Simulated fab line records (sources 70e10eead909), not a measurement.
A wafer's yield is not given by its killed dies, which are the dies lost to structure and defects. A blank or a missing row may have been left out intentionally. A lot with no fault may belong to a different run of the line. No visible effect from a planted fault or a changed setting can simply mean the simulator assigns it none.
Chamber matching | flow nand-harc | NHARC_A_STAIRCASE_ETCH_169 on rie-diel-04 has 4 sister chambers
The step etches the open film in CH3F/O2, target depth 50 nm, time 107.1 s. 8 wafers are shown with their chamber, then 8 later ones without.

## WAFERS, EACH WITH ITS CHAMBER
wafer  | chamber | showerhead-plenum-p-Torr (Torr) | drypump-motor-current-A (A)
L076.4 | 1       | 2.63                            | 4.9
L081.4 | 0       | 2.39                            | 5.7
L082.1 | 2       | 2.42                            | 5.6
L082.3 | 1       | 2.63                            | 4.8
L085.2 | 3       | 2.65                            | 5.9
L085.4 | 2       | 2.42                            | 5.6
L085.6 | 0       | 2.38                            | 5.7
L086.1 | 3       | 2.64                            | 5.9

## WAFERS WHOSE CHAMBER IS MISSING
wafer  | showerhead-plenum-p-Torr (Torr) | drypump-motor-current-A (A)
L086.2 | 2.38                            | 5.7
L086.4 | 2.62                            | 4.8
L088.1 | 2.38                            | 5.7
L088.5 | 2.64                            | 5.9
L088.6 | 2.41                            | 5.6
L095.1 | 2.37                            | 5.7
L095.2 | 2.63                            | 5.9
L095.3 | 2.61                            | 4.8

## CHAMBER TAKEN BY EACH
wafer  | from the rows above | in truth
L086.2 | 0                   | 0
L086.4 | 1                   | 1
L088.1 | 0                   | 0
L088.5 | 3                   | 3
L088.6 | 2                   | 2
L095.1 | 0                   | 0
L095.2 | 3                   | 3
L095.3 | 1                   | 1
Correctly placed: 8 of 8. Can't be placed from these rows: 0. 0 placed wrongly.
How it was worked out, from the rows above alone: a wafer's distance from a chamber is the root of the sum, over the readings, of the square of ((its reading less the chamber's mean) divided by the reading's scatter). If the next closest chamber is less than 2 further off than the closest, the wafer can't be placed; otherwise it belongs to the closest. For every chamber, the mean is computed from those of its wafers that are shown. The scatter is the square root of a quotient: the sum, over the shown wafers, of each reading's squared deviation from its chamber's mean, divided by wafers minus chambers.
